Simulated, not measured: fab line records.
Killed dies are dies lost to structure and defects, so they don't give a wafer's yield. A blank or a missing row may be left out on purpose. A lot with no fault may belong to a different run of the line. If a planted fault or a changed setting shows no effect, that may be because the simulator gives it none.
fab line records    flow n5_finfet
[record] lots = 9  wafers = 27  last_day = 17
route steps=1938 shown WELL_APT@28 PMOS_HMC_CHANNEL_EPI@57 BEOL_M4@1111 PASSIVATION@1936
lots that met no fault: from a run of the same line without faults
start_h: hours from the record's opening day to when the first of the lot's shown wafers began    wait_h: hours elapsed since this lot's preceding step    " as in the row above    L1.1+2: one row covering several wafers at once    - no value, or no start given    * or withheld: withheld    < > ~ a bound
route shown NAME@n: names a module that has steps shown in the file, with the first one's number in the route    usual: mean/standard deviation of fault-free wafers    same: alike in all rows    chamber/n: place in a boat    sites: the reading at each site    _std_site: the standard deviation of these    _edge_site: mean of outer sites minus mean of inner sites    radius_mm: for every site, how far away it sits from the centre of the wafer    mask NAME#n: copy n    behind: tool/chamber where the wafer was last shaped    hold: the reason the lot was held/the length of the hold in hours/how it ended    device: transistor that didn't switch, given as n, p or np    end of line: the tests these same wafers got at the end of their route    step lacking rows: just its recipe    killed: not the wafer's yield, but the dies lost to structure and defects at the first sort    map: the dies of a wafer, with x for killed, . for not killed, _ for no die there
set.NAME: the run value of the setting; set.NAME@STEP: its run value at that earlier step    model.NAME: the simulator's own value behind a step, which no gauge read
the route's steps for a sample of lots (tables are steps, rows are wafers)
services: from which hour (start_h, from the record's first day; less than 0 if before it) a tool's chamber was out of use, for how many hours, and why
[[steps]]
[step N5_WELL_APT_CD_MEAS_08]
[recipe] target_cd_nm = 200  landing_energy_ev = 500  detector = se_inlens
[usual] cd_nm = 200.1/1.6
lot.wafer  tool       chamber  start_h  wait_h  cd_nm
L524.2     cd_sem-02  0        37.72    -       200.6
L524.4     "          0        "        "       199.7
L524.6     "          0        "        "       199.8
L531.2     cd_sem-03  0        79.57    -       200.0
L531.3     "          0        "        "       201.3
L531.5     "          0        "        "       198.5
L533.1     cd_sem-02  0        92.00    -       199.6
L533.4     "          0        "        "       200.3
L533.5     "          0        "        "       201.0
L534.2     cd_sem-02  0        97.68    -       201.4
L534.5     "          0        "        "       201.4
L534.6     "          0        "        "       202.2
L535.4     cd_sem-01  0        103.64   -       199.6
L535.5     "          0        "        "       198.1
L535.6     "          0        "        "       199.2
L537.1     cd_sem-03  0        115.61   -       198.6
L537.3     "          0        "        "       199.9
L537.5     "          0        "        "       200.4
L538.1     cd_sem-02  0        121.91   -       202.7
L538.2     "          0        "        "       202.4
L538.6     "          0        "        "       198.3
L539.1     cd_sem-03  0        127.68   -       200.5
L539.4     "          0        "        "       199.1
L539.5     "          0        "        "       200.0
L540.1     cd_sem-02  0        133.60   -       195.0
L540.5     "          0        "        "       197.3
L540.6     "          0        "        "       197.2
[step N5_WELL_APT_DESCUM_30]
[recipe] chemistry = O2  time_s = 7.9  source_power_w = 50  bias_power_w = 20  pressure_mtorr = 20  rf_frequency_hz = 2.712e+07  temp_c = 40  o2_flow_sccm = 225
[usual] chamber_pressure_mTorr = 20.003/0.018  drypump_motor_current_A = 5.9/0.41  oes_product_au = 0.75/0.065  rf_fwd_power_W = 49.67/0.19  rf_vpp_V = 243.1/1.5  showerhead_plenum_p_Torr = 2.09/0.088  temp_c = 40.00/0.11  throttle_valve_pct = 20.41/0.21
lot.wafer  tool         chamber  start_h  wait_h  chamber_pressure_mTorr  drypump_motor_current_A  oes_product_au  rf_fwd_power_W  rf_hours_counter_h  rf_vpp_V  showerhead_plenum_p_Torr  temp_c  throttle_valve_pct
L524.2     rie_diel-02  0        39.09    0.1     20.009                  6.4                      0.79            49.62           105                 239.0     1.92                      40.09   20.34
L524.4     "            1        "        "       19.996                  5.4                      0.77            49.51           -                   244.0     2.19                      40.14   20.17
L524.6     "            0        "        "       19.983                  6.4                      0.78            49.55           -                   241.3     1.92                      40.08   20.34
L531.2     rie_diel-02  2        80.80    0.0     20.003                  5.8                      0.69            49.32           212                 244.1     2.08                      40.00   20.71
L531.3     "            3        "        "       19.993                  5.9                      0.91            49.79           14                  242.6     2.04                      40.03   20.34
L531.5     "            1        "        "       19.977                  5.4                      0.76            49.37           -                   243.8     2.18                      40.02   20.21
L533.1     rie_diel-02  3        93.60    0.0     19.984                  6.0                      0.90            49.77           18                  242.6     2.03                      39.95   20.37
L533.4     "            1        "        "       20.013                  5.4                      0.76            49.29           152                 244.7     2.18                      39.89   20.19
L533.5     "            2        "        "       20.009                  5.8                      0.70            49.63           -                   241.9     2.08                      39.75   20.71
L534.2     rie_diel-05  0        99.33    0.0     19.975                  5.8                      0.72            49.74           191                 242.7     2.19                      39.94   20.44
L534.5     "            2        "        "       19.995                  5.5                      0.70            49.50           -                   243.1     2.05                      40.04   20.31
L534.6     "            3        "        "       20.012                  6.5                      0.73            49.64           -                   244.3     2.17                      40.04   20.61
L535.4     rie_diel-05  0        106.01   0.6     19.982                  5.8                      0.72            49.89           194                 245.3     2.19                      40.18   20.44
L535.5     "            2        "        "       19.998                  5.5                      0.69            49.52           -                   243.2     2.04                      39.91   20.30
L535.6     "            1        "        "       20.005                  5.2                      0.72            49.90           -                   242.7     2.18                      39.92   20.75
L537.1     rie_diel-02  1        117.06   0.1     20.006                  5.4                      0.76            49.74           161                 245.6     2.18                      39.98   20.22
L537.3     "            3        "        "       20.014                  6.0                      0.89            49.72           25                  243.0     2.03                      40.13   20.38
L537.5     "            1        "        "       20.035                  5.4                      0.75            49.48           -                   246.2     2.18                      40.06   20.22
L538.1     rie_diel-05  0        123.23   0.1     19.997                  5.7                      0.72            49.97           202                 243.9     2.18                      39.97   20.44
L538.2     "            1        "        "       20.010                  5.1                      0.70            49.71           204                 243.7     2.18                      39.94   20.76
L538.6     "            0        "        "       19.976                  5.8                      0.71            49.92           -                   243.7     2.18                      40.08   20.45
L539.1     rie_diel-02  2        129.03   0.0     19.991                  5.8                      0.70            49.64           230                 241.7     2.07                      39.96   20.73
L539.4     "            1        "        "       19.994                  5.4                      0.74            49.66           -                   245.5     2.18                      40.07   20.22
L539.5     "            3        "        "       19.977                  6.0                      0.88            49.86           -                   241.2     2.03                      39.84   20.35
L540.1     rie_diel-03  1        135.58   0.7     19.994                  6.4                      0.79            49.75           104                 242.4     2.11                      39.89   20.41
L540.5     "            3        "        "       19.995                  5.9                      0.73            49.72           -                   243.7     2.06                      40.15   20.01
L540.6     "            0        "        "       19.978                  6.2                      0.67            49.49           -                   243.7     2.07                      39.98   20.59
[step N5_PMOS_HMC_CHANNEL_EPI_HM_DEP_34]
[recipe] material = SiO2  target_thk_a = 360  temp_c = 400  precursor = TEOS/O2  pressure_torr = 6.5  rf_w = 900  teos_flow_sccm = 161.4  gas = O2  flow_sccm = 2650  time_s = 6.9
[usual] chamber_pressure_Torr = 6.500/0.013  heater_power_outer_w = 286/49  heater_power_w = 529/76  rf_fwd_power_W = 889/4.5  showerhead_plenum_p_Torr = 8.36/0.041  throttle_valve_pct = 18.3/1.1
lot.wafer  tool      chamber  start_h  wait_h  chamber_pressure_Torr  heater_power_outer_w  heater_power_w  rf_fwd_power_W  showerhead_plenum_p_Torr  throttle_valve_pct
L524.2     pecvd-04  2        40.98    0.0     6.502                  230                   448             893             8.36                      17.9
L524.4     "         2        "        "       6.496                  228                   464             892             8.36                      17.8
L524.6     "         0        "        "       6.473                  345                   597             894             8.36                      17.2
L531.2     pecvd-03  2        83.44    0.0     6.511                  212                   401             893             8.32                      18.3
L531.3     "         0        "        "       6.523                  316                   586             890             8.40                      20.0
L531.5     "         1        "        "       6.490                  275                   483             887             8.41                      17.5
L533.1     pecvd-04  0        95.27    0.0     -                      -                     -               -               -                         -
L533.4     "         0        "        "       -                      -                     -               -               -                         -
L533.5     "         1        "        "       -                      -                     -               -               -                         -
L534.2     pecvd-01  0        101.00   0.0     -                      -                     -               -               -                         -
L534.5     "         1        "        "       -                      -                     -               -               -                         -
L534.6     "         0        "        "       -                      -                     -               -               -                         -
L535.4     pecvd-03  0        107.70   0.0     -                      -                     -               -               -                         -
L535.5     "         1        "        "       -                      -                     -               -               -                         -
L535.6     "         2        "        "       -                      -                     -               -               -                         -
L537.1     pecvd-03  1        119.20   0.0     6.508                  212                   398             893             8.40                      18.0
L537.3     "         2        "        "       6.495                  266                   473             886             8.30                      17.8
L537.5     "         2        "        "       6.502                  265                   494             888             8.32                      18.0
L538.1     pecvd-04  1        124.91   0.0     6.493                  229                   445             889             8.38                      19.5
L538.2     "         0        "        "       6.501                  358                   629             887             8.32                      17.3
L538.6     "         2        "        "       6.519                  221                   441             887             8.36                      18.1
L539.1     pecvd-03  0        130.70   0.0     6.492                  346                   620             887             8.42                      20.0
L539.4     "         2        "        "       6.493                  218                   412             890             8.33                      17.9
L539.5     "         0        "        "       6.501                  359                   611             889             8.41                      19.9
L540.1     pecvd-03  1        137.59   0.0     6.490                  256                   442             883             8.40                      17.6
L540.5     "         1        "        "       6.505                  250                   451             883             8.40                      17.5
L540.6     "         0        "        "       6.517                  366                   649             892             8.43                      19.9
[step N5_PMOS_HMC_CHANNEL_EPI_CD_MEAS_09]
[recipe] target_cd_nm = 237.4  landing_energy_ev = 500  detector = se_inlens
[usual] cd_nm = 237.5/0.95
lot.wafer  tool       chamber  start_h  wait_h  cd_nm
L524.2     cd_sem-03  0        41.39    -       238.7
L524.4     "          0        "        "       237.5
L524.6     "          0        "        "       238.3
L531.2     cd_sem-01  0        83.84    -       238.0
L531.3     "          0        "        "       237.9
L531.5     "          0        "        "       239.1
L533.1     cd_sem-03  0        95.67    -       237.5
L533.4     "          0        "        "       236.8
L533.5     "          0        "        "       236.7
L534.2     cd_sem-02  0        101.41   -       237.8
L534.5     "          0        "        "       237.2
L534.6     "          0        "        "       236.2
L535.4     cd_sem-01  0        108.09   -       237.2
L535.5     "          0        "        "       238.1
L535.6     "          0        "        "       237.0
L537.1     cd_sem-03  0        119.48   -       239.0
L537.3     "          0        "        "       237.3
L537.5     "          0        "        "       237.6
L538.1     cd_sem-03  0        125.31   -       236.6
L538.2     "          0        "        "       236.5
L538.6     "          0        "        "       236.5
L539.1     cd_sem-03  0        131.10   -       236.1
L539.4     "          0        "        "       236.5
L539.5     "          0        "        "       238.3
L540.1     cd_sem-03  0        137.87   -       235.6
L540.5     "          0        "        "       237.3
L540.6     "          0        "        "       236.7
[step N5_PMOS_HMC_CHANNEL_EPI_FIN_RECESS_16]
[recipe] chemistry = HBr/Cl2  target = Si  mask_material = SiO2  target_depth_a = 540  time_s = 18  pressure_mtorr = 10  icp_w = 800  bias_w = 75  HBr_flow_sccm = 150  Cl2_flow_sccm = 80
[usual] chamber_pressure_mTorr = 9.999/0.0091  drypump_motor_current_A = 5.8/0.35  oes_product_au = 1.004/0.016  rf_fwd_power_W = 795.9/2.6  throttle_valve_pct = 35.4/0.31
lot.wafer  tool       chamber  start_h  wait_h  chamber_pressure_mTorr  drypump_motor_current_A  oes_product_au  rf_fwd_power_W  rf_hours_counter_h  throttle_valve_pct
L524.2     rie_si-06  3        41.93    0.0     9.999                   6.2                      1.005           794.1           1                   35.1
L524.4     "          1        "        "       10.017                  6.1                      1.015           792.3           24                  35.5
L524.6     "          2        "        "       9.991                   5.5                      0.992           798.1           -                   35.3
L531.2     rie_si-06  2        84.38    0.0     10.007                  5.4                      1.002           795.2           42                  35.3
L531.3     "          0        "        "       10.013                  6.0                      1.009           790.5           50                  35.0
L531.5     "          3        "        "       9.991                   6.2                      0.998           792.6           -                   35.1
L533.1     rie_si-06  3        96.22    0.0     9.998                   6.2                      1.878           793.3           2                   33.8
L533.4     "          0        "        "       10.001                  6.0                      1.855           792.3           51                  33.8
L533.5     "          3        "        "       10.004                  6.2                      1.870           794.4           -                   33.8
L534.2     rie_si-02  3        101.95   0.0     9.996                   5.2                      1.888           795.8           13                  34.5
L534.5     "          1        "        "       9.989                   5.6                      1.853           798.2           -                   34.4
L534.6     "          2        "        "       10.000                  6.4                      1.853           801.2           -                   33.9
L535.4     rie_si-05  2        108.63   0.0     10.004                  5.9                      1.906           794.6           95                  34.0
L535.5     "          2        "        "       10.015                  5.9                      1.913           795.2           -                   34.0
L535.6     "          3        "        "       9.996                   6.1                      1.846           792.3           -                   34.8
L537.1     rie_si-05  0        120.02   0.0     10.001                  5.9                      1.040           800.8           28                  35.2
L537.3     "          2        "        "       9.995                   5.9                      1.028           794.1           95                  35.3
L537.5     "          0        "        "       10.017                  5.9                      1.030           797.9           -                   35.2
L538.1     rie_si-06  2        125.88   0.0     10.000                  5.4                      0.993           796.5           43                  35.3
L538.2     "          1        "        "       9.995                   6.1                      1.024           795.3           25                  35.5
L538.6     "          2        "        "       9.996                   5.4                      0.998           795.6           -                   35.3
L539.1     rie_si-06  3        131.71   0.0     10.001                  6.2                      1.009           793.9           3                   35.1
L539.4     "          0        "        "       9.998                   6.0                      1.011           794.9           51                  35.0
L539.5     "          0        "        "       9.986                   6.0                      1.004           795.6           -                   35.0
L540.1     rie_si-05  2        138.44   0.0     10.005                  5.9                      1.022           796.8           95                  35.3
L540.5     "          2        "        "       9.983                   5.9                      1.018           792.5           -                   35.3
L540.6     "          3        "        "       9.996                   6.1                      0.997           796.3           -                   36.1
[step N5_BEOL_M4_RC_MEAS_101]
[usual] DIBL_N = 35.9/1.8  DIBL_P = 36.2/2  IOFF_N = 0.16/0.031  IOFF_P = 0.22/0.041  ION_N = 676/11  ION_P = 465/8.5  SS_N = 71.4/0.64  SS_P = 73.2/0.7  VT_N = 250/3.5  VT_P = -250/3.9
lot.wafer  tool       chamber  start_h  wait_h  DIBL_N[mV/V]  DIBL_P[mV/V]  IOFF_N[nA/um]  IOFF_P[nA/um]  ION_N[uA/um]  ION_P[uA/um]  SS_N[mV/dec]  SS_P[mV/dec]  VT_N[mV]  VT_P[mV]
L524.2     prober-01  0        195.17   0.2     36.8          36.1          0.18           0.25           681           471           72.3          73.8          249       -244
L524.4     "          0        "        "       36.2          35.4          0.15           0.24           673           474           71.4          74.1          250       -245
L524.6     "          0        "        "       34.8          34.8          0.15           0.23           678           472           71.2          73.0          249       -247
L531.2     prober-01  0        242.24   0.2     36.9          35.8          0.16           0.21           675           461           72.6          73.1          249       -250
L531.3     "          0        "        "       35.8          34.5          0.14           0.19           665           453           71.9          73.6          251       -252
L531.5     "          0        "        "       37.7          36.8          0.17           0.23           680           463           71.8          73.5          249       -247
L537.1     prober-01  0        269.86   0.0     37.3          38.5          0.21           0.24           689           464           72.4          74.3          245       -249
L537.3     "          0        "        "       36.9          37.9          0.20           0.23           689           468           71.9          74.2          244       -251
L537.5     "          0        "        "       38.6          39.0          0.22           0.24           691           463           71.9          74.4          246       -250
L538.1     prober-02  0        284.66   0.0     36.1          35.7          0.13           0.20           661           461           70.1          73.6          252       -250
L538.2     "          0        "        "       42.1          43.3          0.29           0.37           712           481           71.9          74.9          239       -239
L538.6     "          0        "        "       37.3          37.6          0.16           0.25           677           469           70.5          74.3          250       -246
L539.1     prober-01  0        290.67   0.0     38.3          40.2          0.22           0.28           679           470           72.5          74.3          247       -245
L539.4     "          0        "        "       38.3          39.0          0.20           0.26           685           476           72.2          73.0          246       -246
L539.5     "          0        "        "       37.5          37.9          0.18           0.24           678           464           72.2          73.7          248       -247
L540.1     prober-01  0        292.51   0.0     36.6          37.1          0.16           0.25           684           476           71.8          72.6          248       -247
L540.5     "          0        "        "       37.2          37.5          0.16           0.26           673           470           71.3          73.7          251       -247
L540.6     "          0        "        "       38.2          39.3          0.21           0.30           702           484           71.5          73.6          244       -246
[step N5_PASSIVATION_PROBE_49]
[usual] defect_limited_yield = 91.3/1.3  killed_at_M0_to_M3 = 35/9.3  killed_at_M4_up = 14/5.2  killed_at_contacts = 12/5.9  killed_at_front_end = 38/11  killed_at_other = 4/3.7  killed_dies = 103/15  killed_on_rim = 14/4  killed_open = 67/12  killed_short = 34/8  sort_bin_5_function = 5.1/0.88  sort_bin_6_memory = 3.3/0.65  sort_n_pass = 1077/15  sort_yield_pct = 91.3/1.3
[same] gross_dies = 1180  killed_at_back_side = 0  sort_bin_4_leakage[%] = 0  sort_bin_8_speed[%] = 0
lot.wafer  tool       chamber  start_h  wait_h  defect_limited_yield[%]  killed_at_M0_to_M3  killed_at_M4_up  killed_at_contacts  killed_at_front_end  killed_at_other  killed_dies  killed_on_rim  killed_open  killed_short  sort_bin_5_function[%]  sort_bin_6_memory[%]  sort_n_pass  sort_yield_pct[%]
L524.2     prober-01  -        309.49   0.1     91.8                     40                  13               14                  30                   0                97           14             57           39            5.0                     3.0                   1083         91.8
L524.4     prober-01  -        309.59   0.2     90.8                     48                  15               8                   37                   0                108          21             77           30            5.0                     3.8                   1072         90.8
L524.6     prober-01  -        309.69   0.3     90.2                     61                  14               10                  30                   1                116          12             79           37            5.1                     4.0                   1064         90.2
L531.2     prober-02  -        361.33   0.1     88.6                     42                  14               6                   63                   10               135          18             91           43            7.9                     3.4                   1045         88.6
L531.3     prober-02  -        361.38   0.1     89.2                     40                  25               8                   46                   9                128          22             77           45            6.7                     3.7                   1052         89.2
L531.5     prober-02  -        361.48   0.2     90.1                     38                  9                5                   55                   10               117          14             79           37            6.0                     3.6                   1063         90.1
L533.1     prober-01  -        380.60   0.0     0                        8                   2                1                   1168                 1                1180         152            18           5             74.7                    3.0                   0            0
L533.4     prober-01  -        380.75   0.2     0                        8                   5                0                   1167                 0                1180         152            16           5             72.3                    3.2                   0            0
L533.5     prober-01  -        380.80   0.2     0                        6                   3                2                   1169                 0                1180         152            13           5             71.9                    3.5                   0            0
L534.2     prober-02  -        380.65   0.1     0                        2                   1                3                   1172                 2                1180         152            8            6             72.6                    2.3                   0            0
L534.5     prober-02  -        380.80   0.2     0                        12                  5                5                   1158                 0                1180         152            29           9             74.3                    2.5                   0            0
L534.6     prober-02  -        380.85   0.3     0                        9                   4                1                   1165                 1                1180         152            16           10            72.0                    2.8                   0            0
L535.4     prober-02  -        381.05   0.5     0                        2                   2                2                   1174                 0                1180         152            7            6             74.3                    2.3                   0            0
L535.5     prober-02  -        381.10   0.5     0                        6                   4                2                   1168                 0                1180         152            15           6             73.4                    2.7                   0            0
L535.6     prober-02  -        381.15   0.6     0                        9                   2                3                   1166                 0                1180         152            13           7             75.2                    2.8                   0            0
// killed by level:class
L524.2 BEOL_M3:geometric_particle:open=11 MOL_CONTACT_COAG:geometric_particle:open=10 BEOL_M0_SAQP:geometric_particle:open=9 BEOL_M0_SAQP:geometric_particle:short=8 FIN_SAQP:geometric_particle:short=7 FIN_SAQP:geometric_particle:open=7 BEOL_M4:geometric_particle:open=5 MOL_CONTACT_COAG:geometric_particle:short=4
L524.4 BEOL_M0_SAQP:geometric_particle:open=15 FIN_SAQP:geometric_particle:open=13 BEOL_M2:geometric_particle:open=12 FIN_SAQP:geometric_particle:short=11 BEOL_M4:geometric_particle:open=9 MOL_CONTACT_COAG:geometric_particle:open=7 BEOL_M0_SAQP:geometric_particle:short=7 BEOL_M3:geometric_particle:open=6
L524.6 BEOL_M0_SAQP:geometric_particle:open=19 FIN_SAQP:geometric_particle:open=13 BEOL_M0_SAQP:geometric_particle:short=12 BEOL_M3:geometric_particle:open=10 BEOL_M2:geometric_particle:open=8 FIN_SAQP:geometric_particle:short=7 MOL_CONTACT_COAG:geometric_particle:open=7 BEOL_M4:geometric_particle:open=6
L531.2 FIN_SAQP:geometric_particle:open=20 STI_FIN_REVEAL:geometric_particle:open=16 FIN_SAQP:geometric_particle:short=10 BEOL_M0_SAQP:geometric_particle:open=9 BEOL_M1:geometric_particle:open=8 BEOL_M0_SAQP:geometric_particle:short=6 BEOL_M4:geometric_particle:open=6 MOL_CONTACT_COAG:geometric_particle:open=5
L531.3 FIN_SAQP:geometric_particle:short=13 BEOL_M0_SAQP:geometric_particle:short=12 BEOL_M5:geometric_particle:open=10 BEOL_M0_SAQP:geometric_particle:open=9 FIN_SAQP:geometric_particle:open=8 STI_FIN_REVEAL:geometric_particle:open=8 BEOL_M4:geometric_particle:open=7 BEOL_M0:geometric_particle:open=7
L531.5 STI_FIN_REVEAL:geometric_particle:open=17 FIN_SAQP:geometric_particle:open=12 BEOL_M0:geometric_particle:open=10 FIN_SAQP:geometric_particle:short=8 BEOL_M0_SAQP:geometric_particle:short=8 BEOL_M1:geometric_particle:open=8 GATE_CUT:geometric_particle:short=6 BEOL_M3:geometric_particle:open=5
L533.1 PMOS_HMC_CHANNEL_EPI:lost_pattern=1153 STI_FIN_REVEAL:geometric_particle:open=5 FIN_SAQP:geometric_particle:open=4 PMOS_HMC_CHANNEL_EPI:area_dep=4 BEOL_M3:geometric_particle:open=3 BEOL_M0_SAQP:geometric_particle:open=2 FIN_SAQP:geometric_particle:short=1 GATE_CUT:geometric_particle:open=1
L534.2 PMOS_HMC_CHANNEL_EPI:lost_pattern=1161 PMOS_HMC_CHANNEL_EPI:area_dep=5 FIN_SAQP:geometric_particle:open=2 STI_FIN_REVEAL:geometric_particle:short=2 MOL_CONTACT_COAG:geometric_particle:short=2 STI_FIN_REVEAL:geometric_particle:open=1 MOL_CONTACT_COAG:geometric_particle:open=1 BEOL_M0_SAQP:geometric_particle:open=1
L533.4 PMOS_HMC_CHANNEL_EPI:lost_pattern=1154 PMOS_HMC_CHANNEL_EPI:area_dep=5 BEOL_M4:geometric_particle:open=4 GATE_CUT:geometric_particle:open=3 BEOL_M0_SAQP:geometric_particle:open=3 BEOL_M0_SAQP:geometric_particle:short=3 FIN_SAQP:geometric_particle:open=2 BEOL_M2:geometric_particle:open=2
L533.5 PMOS_HMC_CHANNEL_EPI:lost_pattern=1157 PMOS_HMC_CHANNEL_EPI:area_dep=5 BEOL_M2:geometric_particle:open=4 FIN_SAQP:geometric_particle:open=3 MOL_CONTACT_COAG:geometric_particle:open=2 SPACER0:geometric_particle:open=1 ILD0:geometric_particle:short=1 GATE_CUT:geometric_particle:open=1
L534.5 PMOS_HMC_CHANNEL_EPI:lost_pattern=1131 PMOS_HMC_CHANNEL_EPI:area_dep=11 FIN_SAQP:geometric_particle:open=9 BEOL_M0_SAQP:geometric_particle:open=5 FIN_SAQP:geometric_particle:short=4 MOL_CONTACT_COAG:geometric_particle:open=4 BEOL_M1:geometric_particle:open=3 BEOL_M4:geometric_particle:open=2
L534.6 PMOS_HMC_CHANNEL_EPI:lost_pattern=1153 FIN_SAQP:geometric_particle:open=4 BEOL_M0_SAQP:geometric_particle:open=3 STI_FIN_REVEAL:geometric_particle:open=2 BEOL_M0_SAQP:geometric_particle:short=2 BEOL_M1:geometric_particle:open=2 BEOL_M7:geometric_particle:open=2 DUMMY_GATE:geometric_particle:short=1
L535.4 PMOS_HMC_CHANNEL_EPI:lost_pattern=1165 FIN_SAQP:geometric_particle:open=2 MOL_CONTACT_COAG:geometric_particle:open=2 STARTING-WAFER:geometric_particle:short=2 PMOS_HMC_CHANNEL_EPI:area_dep=2 FIN_SAQP:geometric_particle:short=1 ILD0:geometric_particle:short=1 GATE_CUT:geometric_particle:open=1
L535.5 PMOS_HMC_CHANNEL_EPI:lost_pattern=1155 FIN_SAQP:geometric_particle:open=4 BEOL_M6:geometric_particle:open=4 PMOS_HMC_CHANNEL_EPI:area_dep=4 BEOL_M0_SAQP:geometric_particle:short=3 GATE_CUT:geometric_particle:short=2 BEOL_M0_SAQP:geometric_particle:open=2 FIN_CUT:geometric_particle:open=1
L535.6 PMOS_HMC_CHANNEL_EPI:lost_pattern=1156 FIN_SAQP:geometric_particle:open=5 BEOL_M0_SAQP:geometric_particle:open=4 PMOS_HMC_CHANNEL_EPI:area_dep=3 MOL_CONTACT_COAG:geometric_particle:open=2 BEOL_M0_SAQP:geometric_particle:short=2 FIN_CUT:geometric_particle:open=1 ILD0:geometric_particle:short=1
[[services]]
tool         chamber  start_h  hours  kind
pecvd-04     -        15.31    4.5    repair
pecvd-03     2        21.27    -      clean
pecvd-03     2        21.27    -      consumable_replace:showerhead
pecvd-03     2        21.27    29.0   scheduled_down
pecvd-03     2        21.27    29.0   vent_cycle
pecvd-01     -        23.09    0.5    repair
rie_si-06    -        28.45    2.8    pm
rie_diel-02  -        35.71    0.4    repair
rie_si-06    -        45.60    5.3    repair
pecvd-01     -        47.42    2.8    pm
rie_si-05    3        70.34    8.0    repair
rie_si-02    -        74.78    2.8    pm
pecvd-03     1        75.09    2.1    scheduled_down
pecvd-04     0        88.82    5.5    scheduled_down
rie_diel-05  2        109.16   -      clean
rie_diel-05  2        109.16   -      consumable_replace:focus_ring
rie_diel-05  2        109.16   22.5   scheduled_down
rie_diel-05  2        109.16   22.5   vent_cycle
pecvd-04     1        127.87   2.1    scheduled_down
pecvd-01     0        131.73   -      clean
pecvd-01     0        131.73   29.5   scheduled_down
pecvd-01     0        131.73   29.5   vent_cycle
[[key]]
[first_sign] step = N5_PMOS_HMC_CHANNEL_EPI_HM_DEP_34  reading = tool_record  direction = missing
[effect] step = N5_PMOS_HMC_CHANNEL_EPI_FIN_RECESS_16  reading = oes_product_au  direction = up  sigmas = 53  usual = 1.004  struck = 1.874
[effect] step = N5_PASSIVATION_PROBE_49  reading = killed_at_front_end  direction = up  sigmas = 99+  usual = 38  struck = 1167
met_at N5_PMOS_HMC_CHANNEL_EPI_HM_DEP_34
struck_lots L533,L534,L535
later_rows_left_out L533.1,L533.4,L533.5,L534.2,L534.5,L534.6,L535.4,L535.5,L535.6
not_acting_at N5_WELL_APT_CD_MEAS_08,N5_WELL_APT_DESCUM_30,N5_PMOS_HMC_CHANNEL_EPI_CD_MEAS_09
onset_between 83.44 95.27
[fault] kind = skipped_step_whole  tool = pecvd-01,pecvd-03,pecvd-04  chamber = -  onset_h = 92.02  steps = N5_PMOS_HMC_CHANNEL_EPI_HM_DEP_34  scope = struck_lots_only
// later_rows_left_out: the simulator's readings of these wafers behind a module that went badly wrong aren't trusted and aren't shown, but for the sort
